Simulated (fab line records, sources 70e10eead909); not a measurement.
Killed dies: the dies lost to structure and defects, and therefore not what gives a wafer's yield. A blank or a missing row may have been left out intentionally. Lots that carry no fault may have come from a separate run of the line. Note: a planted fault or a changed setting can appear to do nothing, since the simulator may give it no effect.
fab line records | flow nand_harc
record lots=15 | wafers=45 | last_day=33
route steps=1302 shown P_BONDPAD@368
lots with no fault: from the same line, run without faults
start_h: hours from the record's opening day to when the first of the lot's shown wafers began | wait_h: how many hours have passed since the lot's step before this one | " identical to the entry in the row above | L1.1+2: several wafers, shown together as one row | - no value, or no start was given | * or withheld: withheld | < > ~ a bound
route shown NAME@n: a module of which the file shows steps, and the number in the route of the first | usual: mean/standard deviation of fault-free wafers | same: alike in all rows | chamber/n: place in a boat | sites: the reading at each site | _std_site: standard deviation across them | _edge_site: mean of outer sites minus mean of inner sites | radius_mm: for every site, how far away it sits from the centre of the wafer | mask NAME#n: copy n | behind: the last tool/chamber to shape the wafer | hold: reason for holding the lot/hours on hold/outcome of the hold | device: whichever transistor did not switch (one of n, p or np) | end of line: the route-end tests of the same wafers | for a step that has no rows: nothing shown but its recipe | killed: dies lost to structure and defects at the first sort, not the wafer's yield | map: shows each die of a wafer: x if killed, . if not, _ if none is there
set.NAME: the setting that was run; set.NAME@STEP: the one run at that earlier step | model.NAME: the simulator's own value behind a step, which no gauge read
a sample of lots followed through the steps of the route, with each step as a table and each wafer as a row
services: a tool's chamber out of use, with start hour (start_h, from the record's first day; less than 0 if before it), hours out, and reason
## steps
# step NHARC_P_BONDPAD_ETCH_37
# recipe target_depth_a=600 | overetch_a=180 | time_s=65.91 | ion_energy_ev=200 | n2_flow_sccm=150 | h2_flow_sccm=150 | ar_flow_sccm=0 | rf_w=400 | bias_w=150 | chemistry=N2/H2
# usual drypump_motor_current_A=5.4/0.42 | oes_product_au=1.002/0.0094 | rf_fwd_power_W=396.4/1.7 | rf_vpp_V=430.6/2.1 | showerhead_plenum_p_Torr=2.04/0.073 | throttle_valve_pct=14.171/0.0089
lot.wafer | tool        | chamber | start_h | wait_h | drypump_motor_current_A | oes_product_au | rf_fwd_power_W | rf_hours_counter_h | rf_vpp_V | showerhead_plenum_p_Torr | throttle_valve_pct
L901.4    | rie_diel-04 | 2       | 155.01  | 0.1    | 5.0                     | 0.996          | 395.8          | 7                  | 431.9    | 2.10                     | 14.177
L901.2    | "           | 3       | "       | "      | 5.5                     | 0.990          | 394.8          | 7                  | 429.8    | 2.02                     | 14.163
L901.3    | "           | 0       | "       | "      | 5.4                     | 1.003          | 396.6          | 7                  | 425.8    | 1.89                     | 14.177
L902.3    | rie_diel-12 | 3       | 165.10  | 0.1    | 5.4                     | 0.999          | 396.4          | 2                  | 430.5    | 2.06                     | 14.170
L902.2    | "           | 0       | "       | "      | 5.6                     | 1.010          | 394.7          | 2                  | 430.9    | 2.07                     | 14.186
L902.1    | "           | 1       | "       | "      | 5.5                     | 1.008          | 392.2          | 2                  | 429.8    | 1.94                     | 14.176
L903.2    | rie_diel-02 | 2       | 171.78  | 0.1    | 6.3                     | 0.978          | 397.7          | 10                 | 432.3    | 2.05                     | 14.169
L903.1    | "           | 3       | "       | "      | 5.0                     | 0.990          | 396.2          | 9                  | 431.8    | 2.04                     | 14.160
L903.6    | "           | 3       | "       | "      | 5.0                     | 0.996          | 396.0          | -                  | 431.8    | 2.04                     | 14.164
L904.2    | rie_diel-04 | 1       | 187.19  | 0.1    | 4.8                     | 1.001          | 396.6          | 0                  | 427.7    | 1.95                     | 14.167
L904.6    | "           | 0       | "       | "      | 5.4                     | 1.011          | 395.5          | -                  | 426.1    | 1.89                     | 14.174
L904.5    | "           | 1       | "       | "      | 4.8                     | 0.992          | 396.6          | -                  | 428.0    | 1.95                     | 14.166
L906.1    | rie_diel-02 | 3       | 206.92  | 0.1    | 5.0                     | 1.014          | 394.3          | 12                 | 431.5    | 2.04                     | 14.184
L906.3    | "           | 2       | "       | "      | 6.3                     | 0.994          | 397.4          | 12                 | 430.6    | 2.05                     | 14.160
L906.5    | "           | 3       | "       | "      | 5.0                     | 1.013          | 394.7          | -                  | 429.8    | 2.04                     | 14.159
L908.2    | rie_diel-04 | 3       | 232.60  | 0.1    | 5.4                     | 0.993          | 395.8          | 2                  | 429.6    | 2.01                     | 14.176
L908.1    | "           | 0       | "       | "      | 5.4                     | 1.007          | 396.7          | 2                  | 425.8    | 1.89                     | 14.166
L908.4    | "           | 1       | "       | "      | 4.9                     | 0.985          | 396.8          | 2                  | 428.4    | 1.95                     | 14.175
L910.2    | rie_diel-12 | 2       | 249.98  | 0.1    | 4.8                     | 1.015          | 395.7          | 4                  | 432.5    | 2.11                     | 14.173
L910.1    | "           | 0       | "       | "      | 5.6                     | 1.007          | 394.9          | 4                  | 430.3    | 2.07                     | 14.183
L910.5    | "           | 2       | "       | "      | 4.8                     | 1.012          | 398.7          | -                  | 433.9    | 2.11                     | 14.168
L911.2    | rie_diel-12 | 2       | 256.37  | 0.1    | 4.8                     | 1.015          | 396.8          | 5                  | 432.5    | 2.11                     | 14.172
L911.1    | "           | 3       | "       | "      | 5.4                     | 0.998          | 398.8          | 5                  | 429.5    | 2.06                     | 14.149
L911.5    | "           | 1       | "       | "      | 5.5                     | 0.996          | 393.7          | -                  | 428.9    | 1.94                     | 14.170
L912.2    | rie_diel-12 | 3       | 259.53  | 0.1    | 5.4                     | 0.996          | 397.2          | 5                  | 431.6    | 2.06                     | 14.164
L912.6    | "           | 2       | "       | "      | 4.9                     | 1.001          | 396.6          | -                  | 431.8    | 2.11                     | 14.180
L912.5    | "           | 1       | "       | "      | 5.5                     | 1.009          | 393.6          | -                  | 426.5    | 1.94                     | 14.178
L913.3    | rie_diel-04 | 1       | 271.49  | 0.4    | 4.8                     | 0.989          | 397.2          | 4                  | 427.7    | 1.95                     | 14.168
L913.6    | "           | 1       | "       | "      | 4.8                     | 0.999          | 395.5          | -                  | 427.3    | 1.95                     | 14.152
L913.5    | "           | 2       | "       | "      | 5.0                     | 1.003          | 396.7          | -                  | 432.9    | 2.10                     | 14.154
L914.4    | rie_diel-02 | 3       | 292.53  | 0.1    | 5.0                     | 0.985          | 397.0          | 6                  | 430.0    | 2.04                     | 14.169
L914.2    | "           | 0       | "       | "      | 5.6                     | 0.995          | 397.0          | 5                  | 432.7    | 2.11                     | 14.187
L914.5    | "           | 0       | "       | "      | 5.6                     | 1.000          | 397.6          | -                  | 432.8    | 2.11                     | 14.164
L915.2    | rie_diel-04 | 2       | 299.28  | 0.1    | 5.0                     | 0.996          | 396.0          | 5                  | 433.5    | 2.10                     | 14.179
L915.5    | "           | 3       | "       | "      | 5.4                     | 0.991          | 396.9          | -                  | 430.7    | 2.01                     | 14.188
L915.6    | "           | 0       | "       | "      | 5.4                     | 1.023          | 394.6          | -                  | 425.7    | 1.89                     | 14.175
L917.4    | rie_diel-02 | 1       | 309.77  | 0.1    | 6.0                     | 1.001          | 399.5          | 3                  | 433.9    | 2.12                     | 14.185
L917.1    | "           | 2       | "       | "      | 6.3                     | 1.007          | 399.1          | 7                  | 430.4    | 2.04                     | 14.169
L917.6    | "           | 2       | "       | "      | 6.3                     | 1.007          | 397.3          | -                  | 431.3    | 2.05                     | 14.176
L921.1    | rie_diel-02 | 0       | 348.68  | 0.1    | 5.6                     | 1.001          | 399.4          | 8                  | 431.5    | 2.11                     | 14.170
L921.4    | "           | 1       | "       | "      | 6.0                     | 1.000          | 395.7          | 5                  | 433.8    | 2.12                     | 14.175
L921.6    | "           | 0       | "       | "      | 5.6                     | 1.006          | 398.5          | -                  | 431.8    | 2.11                     | 14.175
L922.3    | rie_diel-02 | 1       | 361.49  | 0.1    | 6.0                     | 1.001          | 395.7          | 6                  | 431.8    | 2.12                     | 14.154
L922.4    | "           | 1       | "       | "      | 6.0                     | 0.999          | 395.0          | -                  | 433.4    | 2.12                     | 14.187
L922.6    | "           | 2       | "       | "      | 6.3                     | 0.999          | 399.9          | -                  | 430.1    | 2.04                     | 14.158
# step NHARC_P_BONDPAD_ETCH_12
# recipe target_depth_a=2000 | time_s=100 | chf3_flow_sccm=50 | o2_flow_sccm=10 | ar_flow_sccm=200 | rf_w=500 | bias_w=200 | chemistry=CHF3/O2
# usual chf3_flow_sccm=50.01/0.15 | drypump_motor_current_A=5.4/0.42 | oes_product_au=0.941/0.023 | rf_fwd_power_W=496.7/1.9 | rf_vpp_V=370.5/1.9 | showerhead_plenum_p_Torr=2.40/0.081 | throttle_valve_pct=20.572/0.0089
lot.wafer | tool        | chamber | start_h | wait_h | chf3_flow_sccm | drypump_motor_current_A | oes_product_au | rf_fwd_power_W | rf_hours_counter_h | rf_vpp_V | showerhead_plenum_p_Torr | throttle_valve_pct
L901.4    | rie_diel-04 | 3       | -       | -      | 49.99          | 5.4                     | 0.922          | 494.7          | 7                  | 369.6    | 2.38                     | 20.565
L901.3    | "           | 0       | "       | "      | 49.98          | 5.4                     | 0.917          | 499.2          | 7                  | 367.2    | 2.24                     | 20.559
L901.2    | "           | 1       | "       | "      | 49.86          | 4.8                     | 0.907          | 493.6          | 7                  | 368.9    | 2.30                     | 20.577
L902.2    | rie_diel-12 | 1       | -       | -      | 49.96          | 5.5                     | 0.937          | 493.9          | 2                  | 367.9    | 2.29                     | 20.585
L902.1    | "           | 3       | "       | "      | 50.11          | 5.5                     | 0.915          | 498.5          | 2                  | 371.7    | 2.42                     | 20.576
L902.3    | "           | 0       | "       | "      | 49.91          | 5.6                     | 0.936          | 499.0          | 2                  | 371.4    | 2.44                     | 20.575
L903.2    | rie_diel-02 | 3       | -       | -      | 49.79          | 5.0                     | 0.921          | 497.2          | 9                  | 371.2    | 2.41                     | 20.574
L903.1    | "           | 2       | "       | "      | 50.02          | 6.4                     | 0.912          | 498.7          | 10                 | 370.5    | 2.41                     | 20.580
L903.6    | "           | 2       | "       | "      | 49.93          | 6.3                     | 0.897          | 497.7          | -                  | 370.6    | 2.41                     | 20.574
L904.2    | rie_diel-04 | 1       | -       | -      | 50.17          | 4.8                     | 0.984          | 498.3          | 0                  | 368.0    | 2.30                     | 20.571
L904.6    | "           | 1       | "       | "      | 50.20          | 4.9                     | 0.979          | 498.1          | -                  | 368.7    | 2.30                     | 20.569
L904.5    | "           | 2       | "       | "      | 50.43          | 5.0                     | 0.981          | 497.9          | -                  | 371.5    | 2.47                     | 20.560
L906.3    | rie_diel-02 | 0       | -       | -      | 50.02          | 5.6                     | 0.924          | 497.9          | 12                 | 373.2    | 2.49                     | 20.573
L906.1    | "           | 2       | "       | "      | 49.97          | 6.3                     | 0.903          | 495.2          | 12                 | 370.1    | 2.41                     | 20.576
L906.5    | "           | 0       | "       | "      | 49.94          | 5.6                     | 0.932          | 497.6          | -                  | 372.1    | 2.49                     | 20.559
L908.2    | rie_diel-04 | 0       | -       | -      | 50.25          | 5.3                     | 0.986          | 498.6          | 2                  | 366.6    | 2.24                     | 20.593
L908.1    | "           | 1       | "       | "      | 50.03          | 4.8                     | 0.972          | 496.9          | 2                  | 368.8    | 2.30                     | 20.573
L908.4    | "           | 2       | "       | "      | 49.89          | 5.0                     | 0.949          | 499.9          | 2                  | 372.4    | 2.47                     | 20.561
L910.2    | rie_diel-12 | 1       | -       | -      | 50.11          | 5.5                     | 0.940          | 494.0          | 4                  | 367.3    | 2.29                     | 20.572
L910.1    | "           | 2       | "       | "      | 49.73          | 4.9                     | 0.933          | 498.7          | 4                  | 369.8    | 2.48                     | 20.572
L910.5    | "           | 0       | "       | "      | 50.10          | 5.5                     | 0.925          | 495.2          | -                  | 372.3    | 2.44                     | 20.567
L911.2    | rie_diel-12 | 3       | -       | -      | 49.86          | 5.5                     | 0.956          | 496.5          | 5                  | 370.6    | 2.42                     | 20.576
L911.1    | "           | 1       | "       | "      | 50.09          | 5.5                     | 0.970          | 496.0          | 4                  | 368.6    | 2.29                     | 20.565
L911.5    | "           | 2       | "       | "      | 49.96          | 4.9                     | 0.971          | 498.4          | -                  | 373.3    | 2.48                     | 20.575
L912.2    | rie_diel-12 | 1       | -       | -      | 49.80          | 5.5                     | 0.973          | 492.9          | 4                  | 368.3    | 2.29                     | 20.576
L912.5    | "           | 3       | "       | "      | 50.00          | 5.4                     | 0.957          | 497.3          | -                  | 370.7    | 2.42                     | 20.563
L912.6    | "           | 1       | "       | "      | 49.88          | 5.5                     | 0.977          | 494.4          | -                  | 368.2    | 2.29                     | 20.570
L913.3    | rie_diel-04 | 0       | -       | -      | 50.17          | 5.4                     | 0.961          | 494.8          | 3                  | 367.1    | 2.24                     | 20.577
L913.5    | "           | 0       | "       | "      | 49.84          | 5.4                     | 0.963          | 494.4          | -                  | 365.6    | 2.24                     | 20.584
L913.6    | "           | 1       | "       | "      | 50.16          | 4.9                     | 0.957          | 500.9          | -                  | 368.6    | 2.30                     | 20.562
L914.4    | rie_diel-02 | 3       | -       | -      | 49.92          | 5.0                     | 0.915          | 496.4          | 6                  | 372.3    | 2.40                     | 20.582
L914.2    | "           | 2       | "       | "      | 50.18          | 6.4                     | 0.939          | 499.5          | 6                  | 370.6    | 2.41                     | 20.564
L914.5    | "           | 0       | "       | "      | 49.95          | 5.6                     | 0.931          | 497.2          | -                  | 372.0    | 2.48                     | 20.576
L915.2    | rie_diel-04 | 0       | -       | -      | 49.68          | 5.4                     | 0.932          | 495.4          | 5                  | 366.6    | 2.24                     | 20.573
L915.6    | "           | 3       | "       | "      | 49.97          | 5.4                     | 0.923          | 494.1          | -                  | 369.0    | 2.37                     | 20.585
L915.5    | "           | 0       | "       | "      | 50.01          | 5.4                     | 0.940          | 496.6          | -                  | 368.4    | 2.24                     | 20.576
L917.1    | rie_diel-02 | 0       | -       | -      | 49.87          | 5.6                     | 0.921          | 495.9          | 7                  | 372.3    | 2.48                     | 20.576
L917.4    | "           | 1       | "       | "      | 50.15          | 6.0                     | 0.916          | 497.3          | 3                  | 372.2    | 2.49                     | 20.570
L917.6    | "           | 0       | "       | "      | 50.08          | 5.6                     | 0.915          | 496.8          | -                  | 373.1    | 2.48                     | 20.555
L921.4    | rie_diel-02 | 3       | -       | -      | 49.87          | 5.0                     | 0.911          | 495.9          | 8                  | 370.4    | 2.40                     | 20.574
L921.1    | "           | 1       | "       | "      | 49.97          | 6.0                     | 0.929          | 497.4          | 5                  | 370.9    | 2.49                     | 20.571
L921.6    | "           | 2       | "       | "      | 49.95          | 6.4                     | 0.926          | 498.8          | -                  | 371.1    | 2.41                     | 20.565
L922.3    | rie_diel-02 | 1       | -       | -      | 49.91          | 6.0                     | 0.929          | 498.7          | 6                  | 372.4    | 2.49                     | 20.577
L922.4    | "           | 1       | "       | "      | 49.96          | 6.0                     | 0.927          | 499.2          | -                  | 372.7    | 2.49                     | 20.578
L922.6    | "           | 0       | "       | "      | 49.78          | 5.7                     | 0.916          | 497.0          | -                  | 373.6    | 2.48                     | 20.589
# step NHARC_P_BONDPAD_PVD_17
# recipe target_thk_a=50 | bias_v=168.6 | power_w=15000 | chamber_pressure_pa=0.12 | time_s=8.06 | substrate_temp_c=50 | material=TaN
# usual bias_v=168.9/1.9 | cathode_dc_power_W=15000/3.1 | throttle_valve_pct=29.7/1.1
lot.wafer | tool           | chamber | start_h | wait_h | bias_v | cathode_dc_power_W | throttle_valve_pct
L901.3    | pvd_sputter-02 | -       | 156.02  | -      | 169.1  | 15003              | 30.4
L901.2    | "              | -       | "       | "      | 172.1  | 14998              | 28.9
L901.4    | "              | -       | "       | "      | 170.5  | 15000              | 30.7
L902.1    | pvd_sputter-03 | -       | 166.05  | -      | 170.6  | 15001              | 31.1
L902.3    | "              | -       | "       | "      | 167.4  | 15000              | 30.2
L902.2    | "              | -       | "       | "      | 167.6  | 14999              | 28.8
L903.1    | pvd_sputter-03 | -       | 172.81  | -      | 169.5  | 14999              | 28.8
L903.2    | "              | -       | "       | "      | 169.1  | 15002              | 31.2
L903.6    | "              | -       | "       | "      | 168.1  | 14999              | 30.3
L904.2    | pvd_sputter-01 | -       | 188.24  | -      | 168.6  | 15001              | 29.3
L904.6    | "              | -       | "       | "      | 168.6  | 14999              | 27.9
L904.5    | "              | -       | "       | "      | 164.8  | 15004              | 28.7
L906.1    | pvd_sputter-01 | -       | 207.91  | -      | 169.7  | 15006              | 28.8
L906.3    | "              | -       | "       | "      | 168.8  | 15002              | 29.4
L906.5    | "              | -       | "       | "      | 169.2  | 15000              | 28.7
L908.1    | pvd_sputter-02 | -       | 233.56  | -      | 170.7  | 15002              | 29.2
L908.2    | "              | -       | "       | "      | 166.7  | 15000              | 30.9
L908.4    | "              | -       | "       | "      | 171.0  | 15000              | 28.6
L910.2    | pvd_sputter-01 | -       | 251.00  | -      | 166.7  | 14995              | 30.0
L910.1    | "              | -       | "       | "      | 168.7  | 15003              | 29.7
L910.5    | "              | -       | "       | "      | 169.2  | 14999              | 29.2
L911.1    | pvd_sputter-03 | -       | 257.42  | -      | 166.6  | 14999              | 29.2
L911.2    | "              | -       | "       | "      | 171.0  | 15000              | 28.4
L911.5    | "              | -       | "       | "      | 168.5  | 15010              | 29.2
L912.2    | pvd_sputter-02 | -       | 260.95  | -      | 164.9  | 14996              | 29.0
L912.5    | "              | -       | "       | "      | 167.1  | 15005              | 29.2
L912.6    | "              | -       | "       | "      | 168.4  | 15002              | 30.7
L913.3    | pvd_sputter-02 | -       | 272.47  | -      | -      | -                  | -
L913.5    | "              | -       | "       | "      | -      | -                  | -
L913.6    | "              | -       | "       | "      | -      | -                  | -
L914.4    | pvd_sputter-01 | -       | 293.55  | -      | -      | -                  | -
L914.2    | "              | -       | "       | "      | -      | -                  | -
L914.5    | "              | -       | "       | "      | -      | -                  | -
L915.2    | pvd_sputter-02 | -       | 300.23  | -      | -      | -                  | -
L915.6    | "              | -       | "       | "      | -      | -                  | -
L915.5    | "              | -       | "       | "      | -      | -                  | -
L917.4    | pvd_sputter-02 | -       | 310.73  | -      | 170.6  | 14999              | 30.2
L917.1    | "              | -       | "       | "      | 168.6  | 15000              | 28.8
L917.6    | "              | -       | "       | "      | 165.8  | 15002              | 30.8
L921.4    | pvd_sputter-01 | -       | 349.69  | -      | 168.5  | 14995              | 29.3
L921.1    | "              | -       | "       | "      | 167.2  | 14999              | 27.5
L921.6    | "              | -       | "       | "      | 170.2  | 14998              | 29.1
L922.4    | pvd_sputter-01 | -       | 362.52  | -      | 171.5  | 14999              | 30.1
L922.3    | "              | -       | "       | "      | 169.1  | 14995              | 27.8
L922.6    | "              | -       | "       | "      | 169.0  | 15002              | 29.4
# step NHARC_P_BONDPAD_ANNEAL_28
# recipe temp_c=225 | time_s=90
# usual anneal_temp_c_max=225.76/0.21 | wafer_temp_C_max=226.1/0.32
lot.wafer | tool          | chamber | start_h | wait_h | anneal_temp_c_max | wafer_temp_C_max
L901.2    | rtp_anneal-01 | 0       | 156.70  | 0.4    | 225.71            | 226.0
L901.3    | "             | 0       | "       | "      | 225.56            | 225.9
L901.4    | "             | 0       | "       | "      | 225.70            | 226.3
L902.1    | rtp_anneal-01 | 0       | 167.05  | 0.3    | 225.67            | 225.7
L902.2    | "             | 0       | "       | "      | 225.72            | 225.9
L902.3    | "             | 0       | "       | "      | 225.85            | 226.1
L903.1    | rtp_anneal-01 | 0       | 173.40  | 0.3    | 225.90            | 226.0
L903.2    | "             | 0       | "       | "      | 225.86            | 225.9
L903.6    | "             | 0       | "       | "      | 225.84            | 225.9
L904.2    | rtp_anneal-02 | 0       | 188.88  | 0.4    | 225.94            | 226.4
L904.5    | "             | 0       | "       | "      | 225.94            | 226.5
L904.6    | "             | 0       | "       | "      | 225.87            | 226.5
L906.1    | rtp_anneal-01 | 0       | 208.54  | 0.3    | 225.96            | 225.5
L906.3    | "             | 0       | "       | "      | 225.95            | 225.7
L906.5    | "             | 0       | "       | "      | 225.51            | 226.0
L908.1    | rtp_anneal-01 | 0       | 234.20  | -      | 225.94            | 226.1
L908.2    | "             | 0       | "       | "      | 225.62            | 225.6
L908.4    | "             | 0       | "       | "      | 225.62            | 225.9
L910.1    | rtp_anneal-02 | 0       | 251.59  | -      | 226.16            | 226.4
L910.2    | "             | 0       | "       | "      | 226.05            | 226.3
L910.5    | "             | 0       | "       | "      | 225.94            | 226.4
L911.1    | rtp_anneal-01 | 0       | 258.03  | -      | 225.89            | 225.8
L911.2    | "             | 0       | "       | "      | 225.71            | 225.9
L911.5    | "             | 0       | "       | "      | 225.56            | 225.7
L912.2    | rtp_anneal-02 | 0       | 261.63  | 0.3    | 226.10            | 226.5
L912.5    | "             | 0       | "       | "      | 226.14            | 226.5
L912.6    | "             | 0       | "       | "      | 225.92            | 226.2
L913.3    | rtp_anneal-01 | 0       | 273.18  | -      | 225.77            | 225.8
L913.5    | "             | 0       | "       | "      | 225.48            | 226.0
L913.6    | "             | 0       | "       | "      | 225.57            | 225.7
L914.2    | rtp_anneal-01 | 0       | 294.21  | 0.4    | 225.48            | 225.9
L914.4    | "             | 0       | "       | "      | 225.53            | 225.5
L914.5    | "             | 0       | "       | "      | 225.73            | 225.5
L915.2    | rtp_anneal-01 | 0       | 300.89  | -      | 225.94            | 225.9
L915.5    | "             | 0       | "       | "      | 226.22            | 226.0
L915.6    | "             | 0       | "       | "      | 225.69            | 225.8
L917.1    | rtp_anneal-02 | 0       | 311.36  | 0.3    | 226.06            | 226.1
L917.4    | "             | 0       | "       | "      | 225.93            | 226.0
L917.6    | "             | 0       | "       | "      | 225.73            | 226.7
L921.1    | rtp_anneal-02 | 0       | 350.32  | 0.3    | 225.61            | 226.0
L921.4    | "             | 0       | "       | "      | 225.63            | 226.3
L921.6    | "             | 0       | "       | "      | 225.59            | 226.2
L922.3    | rtp_anneal-02 | 0       | 363.25  | -      | 226.18            | 226.2
L922.4    | "             | 0       | "       | "      | 225.78            | 226.6
L922.6    | "             | 0       | "       | "      | 225.89            | 226.2
## services
tool           | chamber | start_h | hours | kind
rie_diel-02    | 1       | 133.44  | 132.0 | repair
pvd_sputter-01 | -       | 143.24  | 6.5   | repair
pvd_sputter-01 | -       | 173.65  | 0.8   | repair
rie_diel-04    | -       | 177.90  | 9.0   | pm
rie_diel-02    | 2       | 184.02  | 8.7   | repair
rie_diel-02    | 2       | 192.92  | 4.6   | repair
rie_diel-02    | -       | 216.70  | 9.0   | pm
pvd_sputter-01 | -       | 226.00  | 10.0  | pm
rie_diel-12    | 3       | 241.75  | 8.4   | repair
pvd_sputter-01 | -       | 241.93  | 3.8   | repair
rie_diel-12    | 0       | 251.50  | 11.3  | repair
rie_diel-02    | 0       | 260.44  | 6.3   | repair
rie_diel-12    | -       | 268.40  | 9.0   | pm
pvd_sputter-01 | -       | 270.09  | 2.1   | repair
pvd_sputter-02 | -       | 282.00  | 10.0  | pm
rie_diel-12    | 3       | 290.72  | 2.9   | repair
pvd_sputter-01 | -       | 295.16  | 14.6  | repair
rie_diel-12    | -       | 309.55  | 4.9   | repair
rie_diel-12    | 2       | 338.84  | 8.1   | repair
rie_diel-04    | 0       | 346.52  | 5.1   | repair
rie_diel-12    | 3       | 347.60  | 18.2  | repair
rie_diel-04    | -       | 354.90  | 9.0   | pm
rie_diel-02    | 3       | 359.73  | 1.9   | repair
rie_diel-02    | 2       | 362.38  | 3.8   | repair
## key
first_sign step=NHARC_P_BONDPAD_PVD_17 | reading=tool_record | direction=missing
effect none on later readings
met_at NHARC_P_BONDPAD_PVD_17
struck_lots L913,L914,L915
later_rows_left_out L913.3,L913.5,L913.6,L914.2,L914.4,L914.5,L915.2,L915.5,L915.6
sort_left_out L913.3,L913.5,L913.6,L914.2,L914.4,L914.5,L915.2,L915.5,L915.6
not_acting_at NHARC_P_BONDPAD_ETCH_37,NHARC_P_BONDPAD_ETCH_12,NHARC_P_BONDPAD_ANNEAL_28
onset_between 260.95 272.47
fault kind=skipped_step_whole | tool=pvd_sputter-01,pvd_sputter-02 | chamber=- | onset_h=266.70 | steps=NHARC_P_BONDPAD_PVD_17 | scope=struck_lots_only
# sort_left_out: the simulated sort isn't trusted on such a fault, so these wafers' sort isn't shown, and their yield isn't known
# later_rows_left_out: the simulator's readings of these wafers behind a module that went badly wrong aren't trusted and aren't shown, but for the sort
